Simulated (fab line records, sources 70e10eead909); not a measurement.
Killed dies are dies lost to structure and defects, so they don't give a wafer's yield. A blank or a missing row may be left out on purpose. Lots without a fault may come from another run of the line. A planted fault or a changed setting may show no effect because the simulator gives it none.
fab line records | flow nand_harc
record lots=13 wafers=39 last_day=33
route steps=1302 shown P_GATE@174 P_CONTACT@217 END@1302
lots that met no fault: from a run of the same line without faults
start_h: hours from the record's first day to the start of the lot's first wafer shown | wait_h: hours since the lot's step before | " the same as in the row above | L1.1+2: a row that stands for several wafers | - no value, or no start given | * or withheld: withheld | < > ~ a bound
route shown NAME@n: a module of which the file shows steps, and the number in the route of the first | usual: mean/standard deviation of fault-free wafers | same: alike in all rows | chamber/n: place in a boat | sites: the reading at each site | _std_site: their standard deviation | _edge_site: outer sites' mean less inner sites' | radius_mm: how far each site lies from the wafer's centre | mask NAME#n: copy n | behind: the tool/chamber that last shaped the wafer | hold: why the lot was held/for how many hours/how that ended | device: the transistor (n, p or np) that didn't switch | end of line: the same wafers' tests at the end of the route | a step without rows: its recipe alone | killed: dies lost to structure and defects at the first sort, not the wafer's yield | map: a wafer's dies, x killed, . not, _ none there
set.NAME: the setting as run; set.NAME@STEP: as run at that earlier step | model.NAME: the simulator's own value behind a step, which no gauge read
steps of the route over a sample of lots; a table a step, a row a wafer
services: from which hour (start_h, from the record's first day; less than 0 if before it) a tool's chamber was out of use, for how many hours, and why
## steps
# step NHARC_P_GATE_STRIP_111
# recipe power_w=1500 temp_c=110 time_s=250 chemistry=N2/H2
# usual drypump_motor_current_A=5.60/0.29 heater_power_w=92/9.9
# columns lot.wafer tool chamber start_h wait_h drypump_motor_current_A heater_power_w rf_hours_counter_h
L116.2 plasma_asher-01 1 129.12 0.2 5.66 86 28
L116.4 " 0 " " 5.38 89 -
L116.6 " 0 " " 5.38 90 -
L117.4 plasma_asher-01 0 137.76 0.3 5.40 90 -
L117.5 " 1 " " 5.67 84 -
L117.6 " 0 " " 5.38 89 -
L118.1 plasma_asher-01 0 149.47 0.2 5.38 89 31
L118.3 " 0 " " 5.37 88 -
L118.6 " 0 " " 5.38 90 -
L119.3 plasma_asher-01 0 156.62 0.2 5.37 90 -
L119.6 " 0 " " 5.37 88 -
L119.5 " 1 " " 5.65 84 -
L120.2 plasma_asher-02 1 168.41 0.2 6.16 92 17
L120.1 " 0 " " 5.34 110 17
L120.3 " 1 " " 6.16 92 -
L121.2 plasma_asher-01 0 184.66 0.2 5.38 83 1
L121.4 " 0 " " 5.38 83 -
L121.5 " 1 " " 5.67 86 -
L122.2 plasma_asher-01 1 190.05 0.2 5.66 89 2
L122.5 " 0 " " 5.35 84 -
L122.6 " 1 " " 5.67 87 -
L123.2 plasma_asher-02 0 213.26 0.2 5.34 110 26
L123.1 " 1 " " 6.13 92 26
L123.5 " 0 " " 5.38 111 -
L125.1 plasma_asher-02 0 219.48 0.2 5.37 114 29
L125.2 " 1 " " 6.14 93 29
L125.3 " 0 " " 5.33 111 -
L128.1 plasma_asher-01 1 252.31 0.2 5.68 90 14
L128.4 " 0 " " 5.38 84 -
L128.5 " 1 " " 5.68 90 -
L127.2 plasma_asher-01 0 252.68 0.3 5.36 84 14
L127.3 " 0 " " 5.38 85 -
L127.5 " 1 " " 5.67 88 -
L134.2 plasma_asher-01 1 311.48 0.2 5.69 91 30
L134.6 " 1 " " 5.66 89 -
L134.5 " 0 " " 5.38 82 -
L137.2 plasma_asher-02 0 335.91 0.2 5.30 111 14
L137.4 " 0 " " 5.28 113 -
L137.6 " 1 " " 6.14 95 -
# step NHARC_P_GATE_STRIP_113
# recipe power_w=1500 temp_c=110 time_s=740 chemistry=N2/H2
# usual drypump_motor_current_A=5.6/0.33 heater_power_w=95/11
# columns lot.wafer tool chamber start_h wait_h drypump_motor_current_A heater_power_w rf_hours_counter_h
L116.2 plasma_asher-02 1 132.58 0.2 6.2 91 9
L116.4 " 1 " " 6.1 92 -
L116.6 " 1 " " 6.1 90 -
L117.4 plasma_asher-02 1 141.47 0.5 6.1 93 -
L117.5 " 0 " " 5.3 113 -
L117.6 " 1 " " 6.1 92 -
L118.1 plasma_asher-01 0 152.93 0.3 5.4 90 33
L118.3 " 1 " " 5.7 87 -
L118.6 " 1 " " 5.6 82 -
L119.3 plasma_asher-01 1 160.22 0.4 5.7 87 -
L119.5 " 1 " " 5.7 86 -
L119.6 " 0 " " 5.4 89 -
L120.2 plasma_asher-02 1 171.81 0.2 6.1 91 18
L120.1 " 0 " " 5.3 112 18
L120.3 " 1 " " 6.1 94 -
L121.2 plasma_asher-02 1 188.25 0.2 6.2 88 21
L121.4 " 0 " " 5.3 112 -
L121.5 " 1 " " 6.1 93 -
L122.2 plasma_asher-02 0 193.58 0.3 5.3 111 23
L122.6 " 1 " " 6.2 92 -
L122.5 " 0 " " 5.3 112 -
L123.1 plasma_asher-01 1 216.51 0.2 5.7 89 6
L123.2 " 0 " " 5.4 86 6
L123.5 " 1 " " 5.7 87 -
L125.1 plasma_asher-01 0 223.01 0.2 5.4 85 8
L125.2 " 1 " " 5.7 85 8
L125.3 " 0 " " 5.4 85 -
L128.1 plasma_asher-01 1 255.77 0.2 5.7 89 16
L128.4 " 0 " " 5.4 84 -
L128.5 " 0 " " 5.4 85 -
L127.2 plasma_asher-01 0 256.57 0.6 5.4 85 17
L127.3 " 0 " " 5.4 86 -
L127.5 " 0 " " 5.4 84 -
L134.2 plasma_asher-01 0 314.83 0.2 5.4 85 30
L134.5 " 0 " " 5.4 84 -
L134.6 " 1 " " 5.7 88 -
L137.2 plasma_asher-02 0 339.71 0.5 5.3 113 15
L137.4 " 1 " " 6.1 96 -
L137.6 " 1 " " 6.1 95 -
# step NHARC_P_GATE_ETCH_77
# recipe target_depth_a=60 chemistry=dHF material=SiO2
# columns lot.wafer tool chamber start_h wait_h
L116.6+4+2 wet_bench-06 7,1,3 134.06 0.0
L117.4+6+5 wet_bench-06 3,4,6 142.61 0.1
L118.1+3+6 wet_bench-03 3,6,7 154.34 0.2
L119.5+6+3 wet_bench-06 3,5,0 161.51 0.1
L120.3+1+2 wet_bench-03 5,0,1 173.34 0.1
L121.5+2+4 wet_bench-06 4,6,7 189.72 0.1
L122.2+5+6 wet_bench-04 3,4,6 194.96 0.2
L123.5+1+2 wet_bench-06 5,0,2 218.03 0.1
L125.2+3+1 wet_bench-03 4,5,7 224.54 0.2
L128.1+4+5 wet_bench-06 3,4,7 257.26 0.2
L127.3+5+2 wet_bench-04 1,2,4 258.05 0.1
L134.5+2+6 wet_bench-04 5,6,7 316.32 0.1
L137.4+2+6 wet_bench-03 7,1,3 341.07 0.1
# step NHARC_P_GATE_INSPECT_68
# usual raw_defect_count=218/78
# columns lot.wafer tool chamber start_h wait_h raw_defect_count
L116.2 defect_inspect-01 - 135.11 0.1 169
L116.4 " - " " 151
L116.6 " - " " 205
L117.4 defect_inspect-01 - 143.67 0.1 212
L117.5 " - " " 107
L117.6 " - " " 171
L118.1 defect_inspect-01 - 155.39 0.2 137
L118.3 " - " " 214
L118.6 " - " " 191
L119.3 defect_inspect-02 - 162.58 0.1 356
L119.5 " - " " 355
L119.6 " - " " 221
L120.1 defect_inspect-01 - 174.47 0.2 283
L120.2 " - " " 287
L120.3 " - " " 102
L121.2 defect_inspect-01 - 190.78 0.1 195
L121.4 " - " " 353
L121.5 " - " " 201
L122.2 defect_inspect-01 - 196.01 0.1 200
L122.5 " - " " 148
L122.6 " - " " 188
L123.1 defect_inspect-01 - 219.12 0.2 132
L123.2 " - " " 161
L123.5 " - " " 137
L125.1 defect_inspect-02 - 225.58 0.2 410
L125.2 " - " " 264
L125.3 " - " " 223
L128.1 defect_inspect-02 - 258.37 0.2 204
L128.4 " - " " 183
L128.5 " - " " 123
L127.2 defect_inspect-02 - 259.10 0.1 151
L127.3 " - " " 192
L127.5 " - " " 240
L134.2 defect_inspect-02 - 317.36 0.1 301
L134.5 " - " " 226
L134.6 " - " " 656
L137.2 defect_inspect-01 - 342.12 0.1 230
L137.4 " - " " 423
L137.6 " - " " 423
# step NHARC_P_CONTACT_DEP_30
# recipe target_thk_a=300 temp_c=400 target_thk_nm=30 flow_sccm=200 rf_w=450 material=SiNx
# usual heater_power_w=695/76 rf_fwd_power_W=448.9/1.5
# columns lot.wafer tool chamber start_h wait_h heater_power_w rf_fwd_power_W
L116.2 pecvd-03 2 135.25 0.1 751 448.5
L116.4 " 0 " " 609 447.8
L116.6 " 2 " " 761 444.9
L117.5 pecvd-03 1 143.85 0.2 544 449.2
L117.6 " 2 " " 685 447.5
L117.4 " 0 " " 715 450.1
L118.3 pecvd-04 2 155.49 0.1 735 447.6
L118.1 " 0 " " 792 445.7
L118.6 " 2 " " 758 448.5
L119.3 pecvd-03 0 162.68 0.1 731 447.2
L119.6 " 2 " " 722 447.8
L119.5 " 1 " " 563 450.2
L120.2 pecvd-04 1 174.54 0.1 657 448.4
L120.1 " 2 " " 728 448.6
L120.3 " 0 " " 780 450.2
L121.2 pecvd-01 1 190.89 0.1 764 447.2
L121.4 " 1 " " 743 448.9
L121.5 " 2 " " 682 447.5
L122.2 pecvd-04 2 196.08 0.1 775 448.3
L122.5 " 2 " " 795 448.3
L122.6 " 1 " " 620 451.6
L123.2 pecvd-01 1 219.18 0.1 655 450.2
L123.1 " 0 " " 763 447.4
L123.5 " 0 " " 771 447.2
L125.2 pecvd-03 2 225.65 0.1 803 450.0
L125.3 " 0 " " 671 449.3
L125.1 " 1 " " 634 448.5
L128.1 pecvd-01 2 258.48 0.1 655 448.5
L128.5 " 1 " " 742 451.3
L128.4 " 0 " " 646 447.2
L127.3 pecvd-04 1 259.16 0.1 574 451.2
L127.2 " 2 " " 797 449.8
L127.5 " 1 " " 569 450.6
L134.2 pecvd-04 2 317.43 0.1 847 447.8
L134.5 " 2 " " 846 448.2
L134.6 " 1 " " 589 446.9
L137.2 pecvd-04 0 342.25 0.1 780 448.0
L137.4 " 2 " " 793 449.5
L137.6 " 0 " " 761 447.6
# step NHARC_END_SORT_01
# recipe temp_c=25
# usual killed_at_array=63/17 killed_at_other=0.8/1.1 killed_at_periphery=3.5/3 killed_dies=67/17 killed_open=3.1/1.6 killed_short=2.6/1.4
# same gross_dies=677
# columns lot.wafer tool chamber start_h wait_h killed_at_array killed_at_other killed_at_periphery killed_dies killed_open killed_short
L134.2 prober-02 0 771.91 2.8 61 1 4 66 6 4
L134.5 prober-02 0 774.34 3.7 72 0 2 74 1 5
L134.6 prober-02 0 775.15 4.1 47 0 77 124 2 3
# killed by level:class
L134.2 A_CHANNEL_HOLE_D2:chamber_film_flake=28 A_CHANNEL_HOLE_D1:chamber_film_flake=9 A_CONTACT:chamber_film_flake=8 A_SLIT:chamber_film_flake=5 P_GATE:chamber_film_flake=4 A_ONON_D1:geometric_particle:open=3 A_CHANNEL_FILL_D1:geometric_particle:short=2 A_ONON_D1:geometric_particle:short=1
L134.5 A_CHANNEL_HOLE_D2:chamber_film_flake=30 A_CHANNEL_HOLE_D1:chamber_film_flake=15 A_CONTACT:chamber_film_flake=11 A_SLIT:chamber_film_flake=5 A_STAIRCASE:chamber_film_flake=3 P_GATE:chamber_film_flake=2 A_DECK1_JOINT:geometric_particle:short=1 A_ONON_D2:geometric_particle:short=1
L134.6 P_GATE:unspecified=73 A_CHANNEL_HOLE_D2:chamber_film_flake=21 A_CHANNEL_HOLE_D1:chamber_film_flake=11 A_STAIRCASE:chamber_film_flake=4 A_CONTACT:chamber_film_flake=4 A_SGD_CUT:geometric_particle:short=2 P_GATE:chamber_film_flake=2 A_SLIT:chamber_film_flake=2
## services
# columns tool chamber start_h hours kind
pecvd-01 - 130.18 13.0 pm
pecvd-04 0 157.31 11.4 repair
plasma_asher-01 - 165.00 9.0 pm
plasma_asher-01 0 165.00 9.0 vent_cycle
plasma_asher-01 1 165.00 9.0 vent_cycle
plasma_asher-01 0 174.00 - clean
plasma_asher-01 1 174.00 - clean
pecvd-03 - 185.00 13.0 pm
wet_bench-06 - 193.63 8.0 pm
wet_bench-03 - 210.40 8.0 pm
wet_bench-04 - 227.20 8.0 pm
pecvd-01 1 241.27 3.2 repair
plasma_asher-02 - 249.00 9.0 pm
plasma_asher-02 0 249.00 9.0 vent_cycle
pecvd-03 - 256.79 0.4 repair
plasma_asher-02 - 264.36 11.6 repair
pecvd-04 - 269.12 13.0 pm
pecvd-04 - 298.80 0.3 repair
pecvd-01 - 311.18 13.0 pm
plasma_asher-01 - 322.51 0.5 repair
plasma_asher-01 - 338.23 1.5 repair
plasma_asher-01 - 342.00 9.0 pm
plasma_asher-01 0 342.00 9.0 vent_cycle
plasma_asher-01 1 342.00 9.0 vent_cycle
## key
first_sign step=NHARC_P_GATE_INSPECT_68 reading=raw_defect_count direction=up sigmas=5.6 usual=218 struck=656
effect step=NHARC_END_SORT_01 reading=killed_at_periphery direction=up sigmas=25 usual=3.5 struck=77
more_kills_born_at NHARC_P_GATE_ETCH_77@wet_bench-04=73
met_at NHARC_P_GATE_ETCH_77
struck_lots L134
struck_wafers L134.6
tester_left_out L134
not_acting_at NHARC_P_GATE_STRIP_111,NHARC_P_GATE_STRIP_113,NHARC_P_CONTACT_DEP_30
fault kind=chamber_particle_source tool=wet_bench-04 chamber=7 onset_h=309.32 steps=NHARC_P_GATE_ETCH_77 rate_per_visit_cm2=0.56881 end_h=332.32
# tester_left_out: of these lots the tester's yield and bins aren't shown, on N5 and GAA mostly nor the transistor test; their killed dies are dies lost to structure and defects alone, not to doping, threshold or leakage, so they don't give the yield
